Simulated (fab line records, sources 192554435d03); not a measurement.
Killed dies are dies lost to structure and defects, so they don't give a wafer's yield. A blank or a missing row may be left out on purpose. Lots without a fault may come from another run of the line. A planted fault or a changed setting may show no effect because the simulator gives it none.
fab line records | flow n5_finfet
record lots=6 wafers=16 last_day=19
route steps=1938 shown BEOL_M9@1428 PASSIVATION@1936
lots that met no fault: from a run of the same line without faults
start_h: hours from the record's first day to the start of the lot's first wafer shown | wait_h: hours since the lot's step before | " the same as in the row above | L1.1+2: a row that stands for several wafers | - no value, or no start given | * or withheld: withheld | < > ~ a bound
route shown NAME@n: a module of which the file shows steps, and the number in the route of the first | usual: mean/standard deviation of fault-free wafers | same: alike in all rows | chamber/n: place in a boat | sites: the reading at each site | _std_site: their standard deviation | _edge_site: outer sites' mean less inner sites' | radius_mm: how far each site lies from the wafer's centre | mask NAME#n: copy n | behind: the tool/chamber that last shaped the wafer | hold: why the lot was held/for how many hours/how that ended | device: the transistor (n, p or np) that didn't switch | end of line: the same wafers' tests at the end of the route | a step without rows: its recipe alone | killed: dies lost to structure and defects at the first sort, not the wafer's yield | map: a wafer's dies, x killed, . not, _ none there
set.NAME: the setting as run; set.NAME@STEP: as run at that earlier step | model.NAME: the simulator's own value behind a step, which no gauge read
lots at some steps of the route; a table a step, a row a wafer
services: from which hour (start_h, from the record's first day; less than 0 if before it) a tool's chamber was out of use, for how many hours, and why
## steps
# step N5_BEOL_M9_COAT_22
# recipe resist=CAR-EUV spin_rpm=1500 resist_thk_nm=30
# step N5_BEOL_M9_EBR_24
# recipe solvent=PGMEA ebr_width_mm=1.5
# step N5_BEOL_M9_SOFTBAKE_23
# recipe temp_c=110 time_s=60 resist=CAR-EUV
# step N5_BEOL_M9_EXPOSE_25
# recipe mask_id=V8 na=0.33 source_shape=annular sigma_inner=0.4 sigma_outer=0.8 polarization=unpolarized dose_mj=37.25
# step N5_BEOL_M9_PEB_26
# recipe peb_temp_c=100 peb_time_s=60 resist=CAR-EUV
# step N5_BEOL_M9_DEVELOP_27
# recipe develop_time_s=30 developer=TMAH resist=CAR-EUV rinse_liquid=surfactant_rinse dry=air_spin dev_temp_c=23
# step N5_BEOL_M9_CD_MEAS_28
# recipe target_cd_nm=70 landing_energy_ev=500 detector=se_inlens polarity=opening
# usual cd_nm=70.10/0.24
# columns lot.wafer tool chamber start_h wait_h cd_nm
L158.3 cd_sem-03 0 227.23 - 70.51
L158.4 " 0 " " 69.92
L158.5 " 0 " " 69.82
L163.1 cd_sem-03 0 249.54 - 70.03
L163.2 " 0 " " 69.87
L165.2 cd_sem-03 0 256.34 - 69.61
L165.5 " 0 " " 70.41
L173.1 cd_sem-02 0 355.77 - 70.16
L173.2 " 0 " " 70.12
L173.5 " 0 " " 70.12
L174.2 cd_sem-02 0 364.14 - 70.14
L174.3 " 0 " " 70.18
L174.6 " 0 " " 70.21
L175.1 cd_sem-02 0 373.63 - 70.19
L175.2 " 0 " " 70.39
L175.4 " 0 " " 69.66
# step N5_BEOL_M9_OVL_MEAS_29
# recipe points_per_wafer=522
# usual V8_OVL=-0.3/0.67
# columns lot.wafer tool chamber start_h wait_h V8_OVL[nm]
L158.3 overlay-01 0 227.27 0.0 -0.8
L158.4 " 0 " " -1.1
L158.5 " 0 " " -0.4
L163.1 overlay-02 0 249.57 0.0 0.5
L163.2 " 0 " " 0.7
L165.2 overlay-02 0 256.38 0.0 -1.0
L165.5 " 0 " " -0.4
L173.1 overlay-01 0 355.80 0.0 0.0
L173.2 " 0 " " 0.5
L173.5 " 0 " " 0.6
L174.2 overlay-01 0 364.18 0.0 0.2
L174.3 " 0 " " 1.5
L174.6 " 0 " " 0.9
L175.1 overlay-02 0 373.66 0.0 -0.9
L175.2 " 0 " " -1.2
L175.4 " 0 " " -1.2
# step N5_BEOL_M9_INSPECT_30
# recipe mode=adi inspect_instrument=brightfield
# usual raw_defect_count=435/89
# columns lot.wafer tool chamber start_h wait_h raw_defect_count
L158.3 defect_inspect-02 - 227.32 0.0 743
L158.4 " - " " 457
L158.5 " - " " 374
L163.1 defect_inspect-02 - 249.63 0.1 620
L163.2 " - " " 497
L165.2 defect_inspect-02 - 256.43 0.0 544
L165.5 " - " " 388
L173.1 defect_inspect-02 - 355.86 0.1 414
L173.2 " - " " 435
L173.5 " - " " 345
L174.2 defect_inspect-02 - 364.23 0.0 409
L174.3 " - " " 479
L174.6 " - " " 410
L175.1 defect_inspect-01 - 373.71 0.1 450
L175.2 " - " " 480
L175.4 " - " " 355
# step N5_BEOL_M9_DESCUM_33
# recipe chemistry=O2 time_s=7 source_power_w=50 bias_power_w=20 pressure_mtorr=20 rf_frequency_hz=2.712e+07 temp_c=40 resist=CAR-EUV o2_flow_sccm=225
# usual drypump_motor_current_A=5.9/0.4 oes_product_au=0.79/0.085 rf_vpp_V=243.2/1.4 showerhead_plenum_p_Torr=2.10/0.069 throttle_valve_pct=20.43/0.15
# columns lot.wafer tool chamber start_h wait_h drypump_motor_current_A oes_product_au rf_hours_counter_h rf_vpp_V showerhead_plenum_p_Torr throttle_valve_pct
L158.3 rie_diel-03 2 227.44 0.1 5.7 0.67 248 243.8 2.06 20.82
L158.4 " 3 " " 5.7 0.93 6 245.2 2.14 20.24
L158.5 " 0 " " 5.5 0.72 - 240.8 2.00 20.75
L163.1 rie_diel-02 2 250.02 0.4 6.3 0.83 60 243.9 2.15 20.38
L163.2 " 3 " " 5.5 0.86 49 245.3 2.23 20.36
L165.2 rie_diel-02 2 256.47 0.0 6.4 0.83 63 244.9 2.15 20.38
L165.5 " 1 " " 6.4 0.71 - 244.1 2.08 20.38
L173.1 rie_diel-03 3 356.14 0.3 5.6 0.85 45 244.7 2.13 20.30
L173.2 " 0 " " 5.5 0.69 228 241.7 1.99 20.82
L173.5 " 3 " " 5.7 0.86 - 245.0 2.13 20.30
L174.2 rie_diel-02 3 364.26 0.0 5.5 0.83 79 244.6 2.22 20.42
L174.3 " 1 " " 6.4 0.69 237 242.4 2.07 20.42
L174.6 " 2 " " 6.3 0.80 - 243.0 2.14 20.43
L175.1 rie_diel-04 3 373.75 0.0 6.0 0.85 90 243.2 2.04 20.41
L175.2 " 2 " " 6.0 0.92 14 243.5 2.07 20.07
L175.4 " 0 " " 5.5 0.67 248 243.3 2.06 20.57
# step N5_BEOL_M9_ETCH_76
# recipe chemistry=N2/H2 target=underlayer target_depth_a=65 mask_material=CAR-EUV time_s=5.2 ion_energy_ev=200 pressure_mtorr=30 source_w=840 bias_w=150 n2_flow_sccm=200 h2_flow_sccm=200 ends=cleared
# usual drypump_motor_current_A=5.9/0.4 etch_rf_on_time_s=5.22/0.1 n2_flow_sccm=200.1/0.56 oes_product_au=0.67/0.067 rf_vpp_V=523.8/2.6 showerhead_plenum_p_Torr=2.53/0.076 throttle_valve_pct=17.80/0.23
# columns lot.wafer tool chamber start_h wait_h drypump_motor_current_A etch_rf_on_time_s n2_flow_sccm oes_product_au rf_hours_counter_h rf_vpp_V showerhead_plenum_p_Torr throttle_valve_pct
L158.3 rie_diel-03 2 227.47 0.0 5.7 5.33 200.9 0.58 248 522.0 2.50 18.34
L158.4 " 3 " " 5.6 5.42 200.3 0.78 6 524.5 2.61 17.64
L158.5 " 0 " " 5.5 5.17 199.1 0.61 - 521.2 2.43 18.22
L163.1 rie_diel-02 2 250.05 0.0 6.3 5.40 200.0 0.69 60 523.9 2.57 17.57
L163.2 " 3 " " 5.5 5.36 199.9 0.71 49 529.0 2.68 17.60
L165.2 rie_diel-02 2 256.50 0.0 6.3 5.27 200.1 0.69 63 526.3 2.57 17.59
L165.5 " 1 " " 6.4 5.19 200.4 0.60 - 525.5 2.51 17.73
L173.1 rie_diel-03 3 356.17 0.0 5.7 5.46 199.2 0.71 45 527.4 2.59 17.72
L173.2 " 0 " " 5.5 5.18 200.4 0.60 228 519.8 2.41 18.29
L173.5 " 3 " " 5.7 5.43 199.1 0.70 - 525.2 2.59 17.71
L174.2 rie_diel-02 3 364.30 0.0 5.5 5.25 199.4 0.69 79 526.5 2.66 17.66
L174.3 " 1 " " 6.4 5.18 199.6 0.58 237 521.8 2.50 17.80
L174.6 " 2 " " 6.3 5.31 199.9 0.67 - 526.2 2.56 17.62
L175.1 rie_diel-04 3 373.78 0.0 6.1 5.28 201.9 0.70 90 520.8 2.47 17.77
L175.2 " 2 " " 6.0 5.16 199.4 0.77 14 526.4 2.49 17.38
L175.4 " 0 " " 5.6 5.23 200.2 0.58 248 523.0 2.52 18.21
# step N5_BEOL_M9_ETCH_65
# recipe chemistry=CF4 target=SiARC target_depth_a=156 mask_material=CAR-EUV time_s=26 ion_energy_ev=80 pressure_mtorr=40 source_w=545 bias_w=36 Ar_flow_sccm=100 cf4_flow_sccm=100 ends=cleared
# usual drypump_motor_current_A=5.9/0.4 etch_rf_on_time_s=26.0/0.42 oes_product_au=0.67/0.068 rf_vpp_V=184.1/1.1 showerhead_plenum_p_Torr=2.14/0.064 throttle_valve_pct=15.58/0.2
# columns lot.wafer tool chamber start_h wait_h drypump_motor_current_A etch_rf_on_time_s oes_product_au rf_hours_counter_h rf_vpp_V showerhead_plenum_p_Torr throttle_valve_pct
L158.3 rie_diel-03 2 227.49 0.0 5.7 26.8 0.58 248 183.6 2.12 16.11
L158.4 " 3 " " 5.7 26.4 0.78 6 184.3 2.19 15.44
L158.5 " 0 " " 5.5 25.8 0.62 - 182.9 2.05 15.93
L163.1 rie_diel-02 2 250.07 0.0 6.3 26.5 0.70 60 184.5 2.16 15.35
L163.2 " 3 " " 5.5 26.1 0.72 49 185.6 2.26 15.46
L165.2 rie_diel-02 2 256.52 0.0 6.3 26.0 0.70 63 184.0 2.16 15.34
L165.5 " 1 " " 6.4 25.7 0.60 - 183.6 2.12 15.54
L173.1 rie_diel-03 3 356.19 0.0 5.7 27.0 0.71 45 185.0 2.18 15.52
L173.2 " 0 " " 5.5 26.2 0.60 228 183.2 2.04 16.02
L173.5 " 3 " " 5.6 27.4 0.71 - 183.4 2.18 15.53
L174.2 rie_diel-02 3 364.32 0.0 5.5 26.5 0.68 79 186.8 2.25 15.51
L174.3 " 1 " " 6.4 26.0 0.58 237 183.4 2.11 15.63
L174.6 " 2 " " 6.4 26.6 0.67 - 183.6 2.15 15.41
L175.1 rie_diel-04 3 373.80 0.0 6.1 25.7 0.72 90 183.4 2.07 15.42
L175.2 " 2 " " 6.0 25.7 0.79 14 184.8 2.12 15.17
L175.4 " 0 " " 5.5 26.1 0.59 248 183.7 2.10 15.79
# step N5_BEOL_M9_ETCH_66
# recipe chemistry=N2/H2 target=SOC target_depth_a=800 overetch_a=160 mask_material=SiARC temp_c=40 time_s=120 ion_energy_ev=200 pressure_mtorr=30 source_w=840 bias_w=150 n2_flow_sccm=200 h2_flow_sccm=200
# usual drypump_motor_current_A=5.9/0.4 n2_flow_sccm=200.0/0.59 oes_product_au=0.60/0.062 rf_vpp_V=523.8/2.4 run_length_s=143.4/0.42 showerhead_plenum_p_Torr=2.53/0.075 throttle_valve_pct=17.76/0.22
# columns lot.wafer tool chamber start_h wait_h drypump_motor_current_A n2_flow_sccm oes_product_au rf_hours_counter_h rf_vpp_V run_length_s showerhead_plenum_p_Torr throttle_valve_pct model.SiARC_of_BEOL_M9_COAT_64.thk_nm
L158.3 rie_diel-03 2 227.52 0.0 5.7 200.3 0.53 248 523.1 143.2 2.50 18.29 6.4
L158.4 " 3 " " 5.7 200.4 0.71 6 525.1 143.1 2.61 17.62 6.6
L158.5 " 0 " " 5.5 200.1 0.54 - 521.0 144.1 2.43 18.18 6.4
L163.1 rie_diel-02 2 250.10 0.0 6.3 199.8 0.63 60 526.1 143.3 2.57 17.53 6.6
L163.2 " 3 " " 5.5 200.0 0.61 49 526.2 159.9 2.68 17.56 6
L165.2 rie_diel-02 2 256.55 0.0 6.4 198.8 0.60 63 525.2 159.5 2.57 17.52 5.8
L165.5 " 1 " " 6.4 200.1 0.50 - 524.5 159.3 2.51 17.70 5.6
L173.1 rie_diel-03 3 356.22 0.0 5.7 199.6 0.65 45 525.6 143.2 2.59 17.67 6.8
L173.2 " 0 " " 5.5 200.9 0.53 228 520.1 144.0 2.41 18.22 6.4
L173.5 " 3 " " 5.7 201.3 0.65 - 525.9 143.5 2.59 17.68 6.8
L174.2 rie_diel-02 3 364.34 0.0 5.6 199.9 0.62 79 527.6 143.8 2.66 17.63 6.6
L174.3 " 1 " " 6.4 199.3 0.52 237 524.1 143.2 2.50 17.75 6.4
L174.6 " 2 " " 6.3 200.0 0.61 - 523.6 142.7 2.56 17.59 6.6
L175.1 rie_diel-04 3 373.83 0.0 6.1 201.1 0.64 90 521.4 143.7 2.47 17.73 6.4
L175.2 " 2 " " 6.0 199.5 0.71 14 524.3 143.1 2.48 17.33 6.2
L175.4 " 0 " " 5.5 200.5 0.52 248 522.1 143.2 2.52 18.18 6.4
# step N5_BEOL_M9_STRIP_69
# recipe chemistry=N2/H2 temp_c=40 n2_flow_sccm=200 h2_flow_sccm=200 rf_frequency_hz=6e+07
# step N5_PASSIVATION_PROBE_49
# usual defect_limited_yield=91.2/1.4 killed_at_M0_to_M3=36/10 killed_at_M4_up=13/5.1 killed_at_contacts=12/5.4 killed_at_front_end=39/11 killed_at_other=3.5/2.4 killed_dies=104/17 killed_open=67/13 killed_short=36/8.3 sort_bin_5_function=5.2/0.98 sort_bin_6_memory=3.3/0.68 sort_n_pass=1076/17 sort_yield_pct=91.2/1.4
# same gross_dies=1180 killed_at_back_side=0 sort_bin_4_leakage[%]=0 sort_bin_8_speed[%]=0
# columns lot.wafer tool chamber start_h wait_h defect_limited_yield[%] killed_at_M0_to_M3 killed_at_M4_up killed_at_contacts killed_at_front_end killed_at_other killed_dies killed_open killed_short sort_bin_5_function[%] sort_bin_6_memory[%] sort_n_pass sort_yield_pct[%]
L158.3 prober-02 - 275.34 0.1 93.3 31 14 5 23 6 79 55 22 3.4 3.0 1101 93.3
L158.4 prober-02 - 275.39 0.2 92.8 31 10 12 29 3 85 54 30 4.6 2.2 1095 92.8
L158.5 prober-02 - 275.44 0.2 93.1 31 6 16 24 4 81 47 34 4.2 2.4 1099 93.1
L163.1 prober-01 - 305.21 0.0 90.3 28 19 20 45 2 114 77 37 5.3 4.1 1066 90.3
L163.2 prober-01 - 305.26 0.1 93.0 16 9 9 45 4 83 46 36 3.9 2.9 1097 93.0
L173.1 prober-01 - 435.04 0.0 90.4 33 8 20 48 4 113 78 34 6.4 3.1 1067 90.4
L173.2 prober-01 - 435.09 0.1 90.8 27 8 17 54 2 108 70 38 5.8 3.0 1072 90.8
L173.5 prober-01 - 435.24 0.2 92.6 19 15 15 35 3 87 57 29 4.6 2.4 1093 92.6
L175.1 prober-01 - 450.80 0.0 90.4 50 8 11 41 3 113 71 40 5.8 3.1 1067 90.4
L175.2 prober-01 - 450.85 0.1 91.8 44 8 4 39 2 97 68 21 4.2 3.2 1083 91.8
L175.4 prober-01 - 450.95 0.2 92.5 41 10 6 31 0 88 54 33 4.0 3.2 1092 92.5
# killed by level:class
L158.3 BEOL_M2:geometric_particle:open=12 BEOL_M0_SAQP:geometric_particle:short=6 DUMMY_GATE:geometric_particle:open=4 MOL_CONTACT_COAG:geometric_particle:open=4 BEOL_M0_SAQP:geometric_particle:open=4 BEOL_M4:geometric_particle:open=4 PAD_METAL:geometric_particle:open=4 BEOL_M3:geometric_particle:open=3
L158.4 BEOL_M2:geometric_particle:open=9 MOL_CONTACT_COAG:geometric_particle:open=7 FIN_SAQP:geometric_particle:short=6 DUMMY_GATE:geometric_particle:open=6 BEOL_M0_SAQP:geometric_particle:short=6 BEOL_M0_SAQP:geometric_particle:open=6 BEOL_M3:geometric_particle:open=6 MOL_CONTACT_COAG:geometric_particle:short=5
L158.5 MOL_CONTACT_COAG:geometric_particle:open=12 BEOL_M0_SAQP:geometric_particle:short=8 BEOL_M2:geometric_particle:open=7 FIN_SAQP:geometric_particle:short=6 BEOL_M0_SAQP:geometric_particle:open=5 STI_FIN_REVEAL:geometric_particle:open=4 MOL_CONTACT_COAG:geometric_particle:short=4 GATE_CUT:geometric_particle:open=3
L163.1 MOL_CONTACT_COAG:geometric_particle:open=19 FIN_SAQP:geometric_particle:short=18 FIN_SAQP:geometric_particle:open=12 BEOL_M3:geometric_particle:open=12 BEOL_M4:geometric_particle:open=7 BEOL_M0_SAQP:geometric_particle:open=4 BEOL_M0_SAQP:geometric_particle:short=4 BEOL_M5:geometric_particle:open=4
L163.2 FIN_SAQP:geometric_particle:short=18 FIN_SAQP:geometric_particle:open=9 MOL_CONTACT_COAG:geometric_particle:open=9 BEOL_M4:geometric_particle:open=6 BEOL_M1:geometric_particle:open=4 BEOL_M3:geometric_particle:open=4 DUMMY_GATE:geometric_particle:open=3 GATE_CUT:geometric_particle:short=3
L173.1 FIN_SAQP:geometric_particle:open=16 MOL_CONTACT_COAG:geometric_particle:open=16 BEOL_M1:geometric_particle:open=12 FIN_SAQP:geometric_particle:short=10 STI_FIN_REVEAL:geometric_particle:open=8 BEOL_M0_SAQP:geometric_particle:short=8 BEOL_M0_SAQP:geometric_particle:open=6 BEOL_M4:geometric_particle:open=5
L173.2 STI_FIN_REVEAL:geometric_particle:open=15 MOL_CONTACT_COAG:geometric_particle:open=14 FIN_SAQP:geometric_particle:short=11 BEOL_M0_SAQP:geometric_particle:short=8 FIN_SAQP:geometric_particle:open=7 DUMMY_GATE:geometric_particle:open=6 BEOL_M0_SAQP:geometric_particle:open=5 BEOL_M1:geometric_particle:open=5
L173.5 MOL_CONTACT_COAG:geometric_particle:open=13 FIN_SAQP:geometric_particle:open=9 FIN_SAQP:geometric_particle:short=7 BEOL_M0_SAQP:geometric_particle:short=6 BEOL_M4:geometric_particle:open=6 DUMMY_GATE:geometric_particle:open=4 BEOL_M1:geometric_particle:open=3 BEOL_M1:geometric_particle:short=3
L175.1 FIN_SAQP:geometric_particle:open=13 BEOL_M2:geometric_particle:open=12 BEOL_M0_SAQP:geometric_particle:short=10 BEOL_M0_SAQP:geometric_particle:open=9 FIN_SAQP:geometric_particle:short=8 MOL_CONTACT_COAG:geometric_particle:open=8 BEOL_M1:geometric_particle:open=6 BEOL_M3:geometric_particle:short=5
L175.2 BEOL_M0_SAQP:geometric_particle:short=12 BEOL_M1:geometric_particle:open=11 HKMG_FIN:area_etch=8 DUMMY_GATE:geometric_particle:open=7 BEOL_M0_SAQP:geometric_particle:open=7 BEOL_M2:geometric_particle:open=7 FIN_SAQP:geometric_particle:open=6 STI_FIN_REVEAL:geometric_particle:open=5
L175.4 BEOL_M1:geometric_particle:open=11 BEOL_M0_SAQP:geometric_particle:short=6 BEOL_M2:geometric_particle:open=6 FIN_SAQP:geometric_particle:open=5 STI_FIN_REVEAL:geometric_particle:open=5 BEOL_M0_SAQP:geometric_particle:open=5 BEOL_M3:geometric_particle:open=5 BEOL_M4:geometric_particle:open=5
## services
# columns tool chamber start_h hours kind
rie_diel-03 3 204.86 4.9 repair
rie_diel-03 2 206.36 7.5 repair
rie_diel-03 2 235.29 - clean
rie_diel-03 2 235.29 - consumable_replace:focus_ring
rie_diel-03 2 235.29 19.3 scheduled_down
rie_diel-03 2 235.29 19.3 vent_cycle
rie_diel-04 2 276.93 - clean
rie_diel-04 2 276.93 - consumable_replace:focus_ring
rie_diel-04 2 276.93 23.6 scheduled_down
rie_diel-04 2 276.93 23.6 vent_cycle
rie_diel-04 - 291.47 14.6 pm
rie_diel-03 1 298.37 98.2 repair
## key
first_sign step=N5_BEOL_M9_ETCH_66 reading=run_length_s direction=up sigmas=39 usual=* struck=*
effect none on later readings
model_effect step=N5_BEOL_M9_ETCH_66 value=SiARC_of_BEOL_M9_COAT_64.thk_nm without=6.533 struck=5.8
met_at N5_BEOL_M9_ETCH_66
struck_wafers L163.2,L165.2,L165.5
fault kind=process_parameter_drift tool=rie_diel-02 chamber=- onset_h=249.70 steps=N5_BEOL_M9_ETCH_66 channel=time_s offset=* shape=step end_h=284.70 scope=struck_wafers_only acts_in=* stated=*
